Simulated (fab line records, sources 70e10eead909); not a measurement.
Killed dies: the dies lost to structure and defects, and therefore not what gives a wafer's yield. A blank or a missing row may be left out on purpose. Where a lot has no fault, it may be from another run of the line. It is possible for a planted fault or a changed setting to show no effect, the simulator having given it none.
Matching of chambers / flow nandHarc / NHARC_P_M0_DEP_00 on pecvd-02: 3 sister chambers
The step deposits SiOC, target thk 150 nm. 6 wafers are shown with their chamber, then 7 later ones without.

## WAFERS PAIRED WITH THEIR CHAMBERS
wafer=L968.2; chamber=0; showerheadVppV (V)=1467
wafer=L968.5; chamber=1; showerheadVppV (V)=1419
wafer=L970.5; chamber=1; showerheadVppV (V)=1402
wafer=L970.6; chamber=2; showerheadVppV (V)=1515
wafer=L979.2; chamber=2; showerheadVppV (V)=1488
wafer=L979.5; chamber=0; showerheadVppV (V)=1445

## WAFERS MISSING THEIR CHAMBER
wafer=L979.6; showerheadVppV (V)=1480
wafer=L980.2; showerheadVppV (V)=1426
wafer=L980.4; showerheadVppV (V)=1517
wafer=L980.5; showerheadVppV (V)=1475
wafer=L982.1; showerheadVppV (V)=1495
wafer=L982.2; showerheadVppV (V)=1412
wafer=L982.3; showerheadVppV (V)=1478

## WHICH CHAMBER EACH WENT THROUGH
wafer=L979.6; from the rows above=can't be placed: 2 or 0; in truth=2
wafer=L980.2; from the rows above=can't be placed: 1 or 0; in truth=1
wafer=L980.4; from the rows above=2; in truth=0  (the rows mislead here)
wafer=L980.5; from the rows above=can't be placed: 0 or 2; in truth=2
wafer=L982.1; from the rows above=2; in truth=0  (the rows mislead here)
wafer=L982.2; from the rows above=1; in truth=1
wafer=L982.3; from the rows above=can't be placed: 0 or 2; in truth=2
Correct placement for 1 of the 7. Can't be placed from these rows: 4 (the true chamber is among the candidates in 4). Number placed wrongly: 2.
How it was worked out, from the rows above alone: a wafer's distance from a chamber is the root of the sum, over the readings, of the square of ((its reading less the chamber's mean) divided by the reading's scatter). If the next closest chamber is less than 2 further off than the closest, the wafer can't be placed; otherwise it belongs to the closest. Each chamber's mean is taken over the wafers shown for it. The scatter: take each reading less its chamber's mean, square it, sum over the shown wafers, divide by the number of wafers less the number of chambers, and take the root.
